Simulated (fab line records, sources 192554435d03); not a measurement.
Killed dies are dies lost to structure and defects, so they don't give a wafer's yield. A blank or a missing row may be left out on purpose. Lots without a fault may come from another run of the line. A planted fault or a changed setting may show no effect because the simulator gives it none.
Which tool did it? | flow n5_finfet | 22 lots, 66 wafers sampled, at 6 steps of a route of 1938

WHAT THE GAUGES READ, wafer by wafer
N5_BEOL_M15_INSPECT_30: inspects for defects (macro). Usual: raw_defect_count 2.0, standard deviation 1.3.
lot  | measured     | on                | raw_defect_count | flag
L074 | day 12 03:40 | defect_inspect-01 | 0 1 1            |
L077 | day 12 12:23 | defect_inspect-01 | 2 0 2            |
L078 | day 13 02:47 | defect_inspect-02 | 1 1 3            |
L080 | day 13 07:50 | defect_inspect-01 | 2 1 3            |
L079 | day 13 11:14 | defect_inspect-02 | 3 1 2            |
L082 | day 13 16:09 | defect_inspect-01 | 2 1 5            |
L083 | day 13 18:06 | defect_inspect-01 | 1 1 1            |
L081 | day 13 20:28 | defect_inspect-02 | 1 2 1            |
L084 | day 14 01:47 | defect_inspect-01 | 1 2 1            |
L085 | day 14 19:50 | defect_inspect-01 | 5 5 1            |
L087 | day 14 23:16 | defect_inspect-01 | 0 3 3            |
L086 | day 14 23:43 | defect_inspect-02 | 2 0 2            |
L089 | day 15 08:14 | defect_inspect-02 | 2 3 4            |
L090 | day 16 01:37 | defect_inspect-02 | 3 3 0            |
L088 | day 16 02:05 | defect_inspect-01 | 1 3 1            |
L091 | day 16 03:17 | defect_inspect-01 | 2 3 2            |
L092 | day 16 07:04 | defect_inspect-01 | 3 5 0            |
L093 | day 16 21:18 | defect_inspect-01 | 2 4 3            |
L095 | day 16 23:39 | defect_inspect-01 | 3 4 2            |
L096 | day 17 02:27 | defect_inspect-01 | 4 4 4            |
L094 | day 17 06:50 | defect_inspect-01 | 4 4 2            |
L097 | day 17 10:46 | defect_inspect-02 | 2 3 1            |

WHICH TOOL RAN EACH LOT (tool, then ch and the chambers of the sampled wafers, then the start)
lot  | N5_BEOL_M14_DESCUM_15              | N5_BEOL_M14_TRENCH_ETCH_34         | N5_BEOL_M14_SPUTTER_44       | N5_BEOL_M15_ILD_DEP_00          | N5_BEOL_M15_DESCUM_15
L074 | rie_diel-04 ch 1,2,3, day 11 18:28 | rie_diel-03 ch 1,2, day 11 19:54   | pvd_sputter-03, day 11 23:35 | pecvd-03 ch 1,2, day 12 01:00   | rie_diel-06 ch 0,1, day 12 01:53
L077 | rie_diel-01 ch 0,2,3, day 12 06:56 | rie_diel-03 ch 1,2,3, day 12 08:22 | pvd_sputter-02, day 12 09:01 | pecvd-04 ch 0,1,2, day 12 10:11 | rie_diel-02 ch 0,1,3, day 12 10:58
L078 | rie_diel-04 ch 1,2,3, day 12 15:56 | rie_diel-01 ch 1,2,3, day 12 17:23 | pvd_sputter-02, day 12 23:22 | pecvd-03 ch 0,1,2, day 13 00:41 | rie_diel-02 ch 0,1,3, day 13 01:21
L080 | rie_diel-01 ch 0,1,2, day 12 23:46 | rie_diel-01 ch 0,2, day 13 01:16   | pvd_sputter-01, day 13 04:28 | pecvd-04 ch 0,1,2, day 13 05:38 | rie_diel-05 ch 2,3, day 13 06:23
L079 | rie_diel-01 ch 0,3, day 13 05:28   | rie_diel-04 ch 0,1,2, day 13 06:49 | pvd_sputter-02, day 13 07:37 | pecvd-03 ch 0,1,2, day 13 09:05 | rie_diel-05 ch 1,2,3, day 13 09:49
L082 | rie_diel-01 ch 1,2,3, day 13 05:49 | rie_diel-03 ch 0,1,3, day 13 07:19 | pvd_sputter-03, day 13 12:22 | pecvd-04 ch 0,2, day 13 13:34   | rie_diel-05 ch 0,1,3, day 13 14:41
L083 | rie_diel-03 ch 0,2,3, day 13 12:10 | rie_diel-03 ch 1,2, day 13 13:28   | pvd_sputter-02, day 13 14:52 | pecvd-03 ch 0,2, day 13 16:02   | rie_diel-06 ch 1,2,3, day 13 16:40
L081 | rie_diel-04 ch 1,3, day 13 14:42   | rie_diel-01 ch 1,2,3, day 13 16:01 | pvd_sputter-03, day 13 17:01 | pecvd-03 ch 0,1, day 13 18:11   | rie_diel-05 ch 1,2,3, day 13 18:49
L084 | rie_diel-04 ch 1,2,3, day 13 18:47 | rie_diel-04 ch 0,1, day 13 20:05   | pvd_sputter-02, day 13 22:06 | pecvd-04 ch 1,2, day 13 23:36   | rie_diel-02 ch 0,2,3, day 14 00:14
L085 | rie_diel-04 ch 1,2,3, day 14 12:31 | rie_diel-03 ch 1,2, day 14 13:50   | pvd_sputter-03, day 14 16:08 | pecvd-02 ch 1,2, day 14 17:26   | rie_diel-06 ch 0,1,2, day 14 18:17
L087 | rie_diel-04 ch 0,1,2, day 14 17:19 | rie_diel-04 ch 0,1, day 14 18:44   | pvd_sputter-03, day 14 19:54 | pecvd-02 ch 0,1,2, day 14 21:04 | rie_diel-05 ch 2,3, day 14 21:50
L086 | rie_diel-01 ch 1,2, day 14 17:40   | rie_diel-01 ch 0,3, day 14 19:12   | pvd_sputter-03, day 14 20:13 | pecvd-04 ch 0,1,2, day 14 21:23 | rie_diel-02 ch 0,1,3, day 14 22:10
L089 | rie_diel-03 ch 1,2,3, day 15 02:41 | rie_diel-03 ch 1,2, day 15 04:12   | pvd_sputter-02, day 15 04:50 | pecvd-04 ch 0,2, day 15 06:03   | rie_diel-02 ch 0,2,3, day 15 06:49
L090 | rie_diel-04 ch 0,1,3, day 15 13:26 | rie_diel-04 ch 1,3, day 15 15:09   | pvd_sputter-01, day 15 22:08 | pecvd-03 ch 1,2, day 15 23:23   | rie_diel-02 ch 0,2, day 16 00:02
L088 | rie_diel-01 ch 1,2, day 15 14:40   | rie_diel-01 ch 2,3, day 15 16:15   | pvd_sputter-03, day 15 22:22 | pecvd-02 ch 0,1,2, day 15 23:46 | rie_diel-05 ch 0,1,2, day 16 00:31
L091 | rie_diel-03 ch 0,1,2, day 15 15:11 | rie_diel-03 ch 1,2, day 15 16:30   | pvd_sputter-02, day 15 22:35 | pecvd-03 ch 0,2, day 16 00:32   | rie_diel-05 ch 1,3, day 16 01:52
L092 | rie_diel-04 ch 0,1, day 15 23:32   | rie_diel-01 ch 0,1, day 16 00:50   | pvd_sputter-03, day 16 03:25 | pecvd-02 ch 0,1, day 16 04:51   | rie_diel-05 ch 1,3, day 16 05:37
L093 | rie_diel-03 ch 2,3, day 16 13:48   | rie_diel-04 ch 0,2, day 16 15:25   | pvd_sputter-01, day 16 17:33 | pecvd-02 ch 0,2, day 16 19:07   | rie_diel-05 ch 2,3, day 16 19:52
L095 | rie_diel-03 ch 2,3, day 16 14:50   | rie_diel-01 ch 0,1,2, day 16 17:46 | pvd_sputter-01, day 16 20:08 | pecvd-03 ch 0,1, day 16 21:19   | rie_diel-02 ch 1,3, day 16 22:05
L096 | rie_diel-04 ch 0,3, day 16 19:32   | rie_diel-01 ch 0,1, day 16 22:09   | pvd_sputter-01, day 16 23:10 | pecvd-03 ch 0,1, day 17 00:20   | rie_diel-05 ch 1,2,3, day 17 00:59
L094 | rie_diel-04 ch 1,3, day 16 23:34   | rie_diel-04 ch 1,2, day 17 02:20   | pvd_sputter-03, day 17 03:23 | pecvd-03 ch 1,2, day 17 04:33   | rie_diel-05 ch 0,1,2, day 17 05:19
L097 | rie_diel-04 ch 0,1,3, day 17 01:32 | rie_diel-04 ch 1,2,3, day 17 05:05 | pvd_sputter-02, day 17 07:24 | pecvd-03 ch 0,1,2, day 17 08:34 | rie_diel-05 ch 0,2,3, day 17 09:13
- N5_BEOL_M14_DESCUM_15: chemistry O2, time 7.9 s.
- N5_BEOL_M14_TRENCH_ETCH_34: etches SiO2 in C4F8/O2/Ar, target depth 556.65 nm, time 126.9 s.
- N5_BEOL_M14_SPUTTER_44: material Ta, target thk 15 nm, time 24.19 s.
- N5_BEOL_M15_ILD_DEP_00: deposits SiO2 from TEOS/O2, target thk 1629.3 nm, time 346.1 s.
- N5_BEOL_M15_DESCUM_15: chemistry O2, time 7.9 s.

WHAT THE TOOLS THEMSELVES READ (means of the sampled wafers that have a number; where no wafer has one, the mark that the record gives instead)
N5_BEOL_M14_DESCUM_15. Usual: chamber_pressure_mTorr 20.001 mTorr, standard deviation 0.029; drypump_motor_current_A 5.6 A, standard deviation 0.39; oes_product_au 0.80 a.u., standard deviation 0.083; rf_vpp_V 242.7 V, standard deviation 1.2; showerhead_plenum_p_Torr 2.05 Torr, standard deviation 0.057; throttle_valve_pct 20.28 %, standard deviation 0.22.
lot  | tool        | chamber_pressure_mTorr (mTorr) | drypump_motor_current_A (A) | oes_product_au (a.u.) | rf_vpp_V (V) | showerhead_plenum_p_Torr (Torr) | throttle_valve_pct (%) | flag
L074 | rie_diel-04 | 19.990                         | 5.3                         | 0.80                  | 241.9        | 2.02                            | 20.31                  |
L077 | rie_diel-01 | 19.999                         | 5.6                         | 0.74                  | 242.6        | 2.06                            | 20.36                  |
L078 | rie_diel-04 | 19.991                         | 5.3                         | 0.79                  | 241.9        | 2.01                            | 20.33                  |
L080 | rie_diel-01 | 20.011                         | 5.8                         | 0.79                  | 243.1        | 2.04                            | 20.16                  |
L079 | rie_diel-01 | 19.984                         | 5.6                         | 0.68                  | 242.4        | 2.03                            | 20.46                  |
L082 | rie_diel-01 | 20.003                         | 5.6                         | 0.78                  | 243.1        | 2.10                            | 20.20                  |
L083 | rie_diel-03 | 20.008                         | 5.8                         | 0.82                  | 243.2        | 2.07                            | 20.30                  |
L081 | rie_diel-04 | 19.989                         | 5.3                         | 0.79                  | 241.6        | 2.01                            | 20.40                  |
L084 | rie_diel-04 | 20.005                         | 5.3                         | 0.78                  | 241.8        | 2.01                            | 20.33                  |
L085 | rie_diel-04 | 19.996                         | 5.3                         | 0.78                  | 241.5        | 2.01                            | 20.35                  |
L087 | rie_diel-04 | 20.002                         | 5.7                         | 0.84                  | 242.2        | 2.02                            | 20.26                  |
L086 | rie_diel-01 | 20.000                         | 5.8                         | 0.81                  | 243.1        | 2.07                            | 20.01                  |
L089 | rie_diel-03 | 20.024                         | 5.4                         | 0.84                  | 242.6        | 2.09                            | 20.25                  |
L090 | rie_diel-04 | 19.987                         | 5.5                         | 0.82                  | 242.1        | 2.01                            | 20.30                  |
L088 | rie_diel-01 | 20.022                         | 5.8                         | 0.80                  | 243.0        | 2.07                            | 20.02                  |
L091 | rie_diel-03 | 20.008                         | 5.7                         | 0.77                  | 243.2        | 2.09                            | 20.27                  |
L092 | rie_diel-04 | 19.997                         | 5.9                         | 0.88                  | 242.9        | 2.02                            | 20.21                  |
L093 | rie_diel-03 | 19.990                         | 5.5                         | 0.86                  | 243.4        | 2.06                            | 20.33                  |
L095 | rie_diel-03 | 20.012                         | 5.5                         | 0.87                  | 243.5        | 2.06                            | 20.34                  |
L096 | rie_diel-04 | 19.995                         | 5.3                         | 0.77                  | 240.8        | 1.98                            | 20.30                  |
L094 | rie_diel-04 | 20.010                         | 5.2                         | 0.76                  | 241.7        | 2.00                            | 20.45                  |
L097 | rie_diel-04 | 20.002                         | 5.5                         | 0.80                  | 242.2        | 2.00                            | 20.34                  |

N5_BEOL_M14_TRENCH_ETCH_34. Usual: chamber_pressure_mTorr 19.999 mTorr, standard deviation 0.019; drypump_motor_current_A 5.6 A, standard deviation 0.37; oes_product_au 0.81 a.u., standard deviation 0.082; rf_vpp_V 2195 V, standard deviation 42; showerhead_plenum_p_Torr 3.40 Torr, standard deviation 0.099; throttle_valve_pct 30.70 %, standard deviation 0.23.
lot  | tool        | chamber_pressure_mTorr (mTorr) | drypump_motor_current_A (A) | oes_product_au (a.u.) | rf_vpp_V (V) | showerhead_plenum_p_Torr (Torr) | throttle_valve_pct (%) | flag
L074 | rie_diel-03 | 20.010                         | 5.5                         | 0.86                  | 2205         | 3.46                            | 30.42                  |
L077 | rie_diel-03 | 20.001                         | 5.4                         | 0.90                  | 2185         | 3.43                            | 30.60                  |
L078 | rie_diel-01 | 19.988                         | 5.7                         | 0.78                  | 2183         | 3.49                            | 30.85                  |
L080 | rie_diel-01 | 19.996                         | 5.8                         | 0.76                  | 2213         | 3.29                            | 30.70                  |
L079 | rie_diel-04 | 20.020                         | 5.7                         | 0.86                  | 2221         | 3.32                            | 30.58                  |
L082 | rie_diel-03 | 19.993                         | 5.6                         | 0.84                  | 2152         | 3.42                            | 30.90                  |
L083 | rie_diel-03 | 19.988                         | 5.5                         | 0.84                  | 2205         | 3.46                            | 30.44                  |
L081 | rie_diel-01 | 19.998                         | 5.7                         | 0.78                  | 2182         | 3.48                            | 30.87                  |
L084 | rie_diel-04 | 20.013                         | 5.6                         | 0.86                  | 2221         | 3.32                            | 30.65                  |
L085 | rie_diel-03 | 19.986                         | 5.5                         | 0.83                  | 2205         | 3.45                            | 30.43                  |
L087 | rie_diel-04 | 20.010                         | 5.6                         | 0.85                  | 2221         | 3.32                            | 30.66                  |
L086 | rie_diel-01 | 19.987                         | 5.5                         | 0.76                  | 2225         | 3.58                            | 30.86                  |
L089 | rie_diel-03 | 19.991                         | 5.4                         | 0.82                  | 2204         | 3.45                            | 30.44                  |
L090 | rie_diel-04 | 19.998                         | 5.1                         | 0.74                  | 2176         | 3.29                            | 30.80                  |
L088 | rie_diel-01 | 19.990                         | 5.7                         | 0.78                  | 2180         | 3.44                            | 30.99                  |
L091 | rie_diel-03 | 19.993                         | 5.3                         | 0.82                  | 2157         | 3.46                            | 30.68                  |
L092 | rie_diel-01 | 20.007                         | 5.8                         | 0.83                  | 2205         | 3.52                            | 30.60                  |
L093 | rie_diel-04 | 19.995                         | 5.9                         | 0.85                  | 2227         | 3.33                            | 30.59                  |
L095 | rie_diel-01 | 20.011                         | 5.8                         | 0.83                  | 2204         | 3.49                            | 30.73                  |
L096 | rie_diel-01 | 20.002                         | 5.8                         | 0.86                  | 2237         | 3.56                            | 30.58                  |
L094 | rie_diel-04 | 19.998                         | 5.4                         | 0.78                  | 2214         | 3.30                            | 30.64                  |
L097 | rie_diel-04 | 19.999                         | 5.2                         | 0.74                  | 2195         | 3.29                            | 30.68                  |

N5_BEOL_M14_SPUTTER_44. Usual: cathode_dc_power_W 15000 W, standard deviation 2.8; chamber_pressure_pa 0.06999 Pa, standard deviation 0.00014; throttle_valve_pct 30.4 %, standard deviation 0.9.
lot  | tool           | cathode_dc_power_W (W) | chamber_pressure_pa (Pa) | throttle_valve_pct (%) | flag
L074 | pvd_sputter-03 | 15000                  | 0.06998                  | 29.8                   |
L077 | pvd_sputter-02 | 15000                  | 0.07004                  | 30.3                   |
L078 | pvd_sputter-02 | 15001                  | 0.06995                  | 30.9                   |
L080 | pvd_sputter-01 | 15002                  | 0.06990                  | 30.2                   |
L079 | pvd_sputter-02 | 15001                  | 0.06983                  | 31.0                   |
L082 | pvd_sputter-03 | 15000                  | 0.07013                  | 30.6                   |
L083 | pvd_sputter-02 | 15002                  | 0.06982                  | 29.3                   |
L081 | pvd_sputter-03 | 15000                  | 0.06996                  | 30.4                   |
L084 | pvd_sputter-02 | 14999                  | 0.06991                  | 31.0                   |
L085 | pvd_sputter-03 | 14999                  | 0.06988                  | 30.3                   |
L087 | pvd_sputter-03 | 14999                  | 0.06998                  | 30.5                   |
L086 | pvd_sputter-03 | 14999                  | 0.07002                  | 30.2                   |
L089 | pvd_sputter-02 | 15002                  | 0.07002                  | 30.4                   |
L090 | pvd_sputter-01 | 14998                  | 0.06998                  | 30.6                   |
L088 | pvd_sputter-03 | 14999                  | 0.06994                  | 30.3                   |
L091 | pvd_sputter-02 | 14999                  | 0.07001                  | 30.3                   |
L092 | pvd_sputter-03 | 15001                  | 0.07007                  | 30.6                   |
L093 | pvd_sputter-01 | 15002                  | 0.06995                  | 30.2                   |
L095 | pvd_sputter-01 | 15001                  | 0.07003                  | 29.9                   |
L096 | pvd_sputter-01 | 15000                  | 0.07005                  | 30.3                   |
L094 | pvd_sputter-03 | 15000                  | 0.06983                  | 30.7                   |
L097 | pvd_sputter-02 | 15001                  | 0.06996                  | 30.9                   |

N5_BEOL_M15_ILD_DEP_00. Usual: heater_power_w 488 W, standard deviation 83; showerhead_plenum_p_Torr 8.35 Torr, standard deviation 0.047; throttle_valve_pct 18.3 %, standard deviation 1.2.
lot  | tool     | heater_power_w (W) | showerhead_plenum_p_Torr (Torr) | throttle_valve_pct (%) | flag
L074 | pecvd-03 | 417                | 8.34                            | 17.4                   |
L077 | pecvd-04 | 463                | 8.34                            | 19.2                   |
L078 | pecvd-03 | 522                | 8.36                            | 17.8                   |
L080 | pecvd-04 | 470                | 8.36                            | 19.4                   |
L079 | pecvd-03 | 506                | 8.36                            | 17.7                   |
L082 | pecvd-04 | 502                | 8.30                            | 20.4                   |
L083 | pecvd-03 | 511                | 8.38                            | 17.8                   |
L081 | pecvd-03 | 487                | 8.38                            | 17.3                   |
L084 | pecvd-04 | 519                | 8.35                            | 18.3                   |
L085 | pecvd-02 | 476                | 8.28                            | 18.2                   |
L087 | pecvd-02 | 527                | 8.34                            | 18.8                   |
L086 | pecvd-04 | 509                | 8.36                            | 19.3                   |
L089 | pecvd-04 | 421                | 8.31                            | 19.4                   |
L090 | pecvd-03 | 394                | 8.36                            | 17.2                   |
L088 | pecvd-02 | 467                | 8.31                            | 18.7                   |
L091 | pecvd-03 | 476                | 8.38                            | 17.9                   |
L092 | pecvd-02 | 504                | 8.35                            | 19.5                   |
L093 | pecvd-02 | 550                | 8.33                            | 19.4                   |
L095 | pecvd-03 | 507                | 8.40                            | 17.7                   |
L096 | pecvd-03 | 522                | 8.38                            | 17.8                   |
L094 | pecvd-03 | 427                | 8.36                            | 17.3                   |
L097 | pecvd-03 | 464                | 8.38                            | 17.6                   |

N5_BEOL_M15_DESCUM_15. Usual: chamber_pressure_mTorr 20.000 mTorr, standard deviation 0.019; drypump_motor_current_A 5.8 A, standard deviation 0.34; oes_product_au 0.79 a.u., standard deviation 0.095; rf_vpp_V 242.9 V, standard deviation 1.8; showerhead_plenum_p_Torr 2.07 Torr, standard deviation 0.11; throttle_valve_pct 20.4 %, standard deviation 0.33.
lot  | tool        | chamber_pressure_mTorr (mTorr) | drypump_motor_current_A (A) | oes_product_au (a.u.) | rf_vpp_V (V) | showerhead_plenum_p_Torr (Torr) | throttle_valve_pct (%) | flag
L074 | rie_diel-06 | 19.993                         | 6.1                         | 0.79                  | 243.1        | 2.08                            | 20.6                   |
L077 | rie_diel-02 | 20.004                         | 5.8                         | 0.74                  | 241.9        | 2.03                            | 20.4                   |
L078 | rie_diel-02 | 20.019                         | 5.8                         | 0.73                  | 242.6        | 2.03                            | 20.4                   |
L080 | rie_diel-05 | 20.003                         | 6.0                         | 0.74                  | 242.8        | 2.06                            | 20.4                   |
L079 | rie_diel-05 | 20.000                         | 5.8                         | 0.72                  | 242.4        | 2.02                            | 20.7                   |
L082 | rie_diel-05 | 19.984                         | 5.6                         | 0.76                  | 242.4        | 2.07                            | 20.7                   |
L083 | rie_diel-06 | 20.008                         | 5.9                         | 0.87                  | 244.1        | 2.15                            | 20.2                   |
L081 | rie_diel-05 | 20.012                         | 5.8                         | 0.72                  | 242.4        | 2.02                            | 20.7                   |
L084 | rie_diel-02 | 20.010                         | 5.7                         | 0.78                  | 243.4        | 2.08                            | 20.4                   |
L085 | rie_diel-06 | 20.011                         | 5.9                         | 0.85                  | 244.6        | 2.17                            | 20.4                   |
L087 | rie_diel-05 | 20.001                         | 5.9                         | 0.73                  | 242.1        | 2.06                            | 20.4                   |
L086 | rie_diel-02 | 20.006                         | 5.8                         | 0.72                  | 241.8        | 2.02                            | 20.5                   |
L089 | rie_diel-02 | 19.999                         | 5.7                         | 0.78                  | 242.5        | 2.08                            | 20.4                   |
L090 | rie_diel-02 | 19.993                         | 5.5                         | 0.78                  | 243.2        | 2.14                            | 20.5                   |
L088 | rie_diel-05 | 19.987                         | 5.7                         | 0.85                  | 243.1        | 2.07                            | 20.3                   |
L091 | rie_diel-05 | 19.993                         | 5.7                         | 0.90                  | 245.3        | 2.23                            | 20.8                   |
L092 | rie_diel-05 | 19.974                         | 5.6                         | 0.89                  | 245.7        | 2.23                            | 20.8                   |
L093 | rie_diel-05 | 20.013                         | 6.0                         | 0.71                  | 241.4        | 1.98                            | 20.3                   |
L095 | rie_diel-02 | 20.002                         | 6.1                         | 0.83                  | 242.6        | 2.08                            | 20.3                   |
L096 | rie_diel-05 | 19.997                         | 5.8                         | 0.79                  | 243.1        | 2.10                            | 20.5                   |
L094 | rie_diel-05 | 20.000                         | 5.6                         | 0.82                  | 242.5        | 2.07                            | 20.3                   |
L097 | rie_diel-05 | 20.000                         | 5.8                         | 0.74                  | 242.6        | 2.02                            | 20.3                   |

THE ANSWER, worked out from the rows above alone
Rule: a lot is off if the mean of its wafers that have a number lies more than 3 standard deviations from the usual mean. A lot without any number at a reading at which 4 lots or more have one is off too. The other lots that the step has rows for count as sound. The gauges are gone through in route order, then the tools' own readings, and for those a lot's mean is taken as printed above. The first step at which some lot is off is used, and at that step the reading that is off furthest; a lot without a number counts as furthest.
No lot is off at any reading shown: from this, nothing can be told.

WHAT THE SIMULATOR HAD PUT IN
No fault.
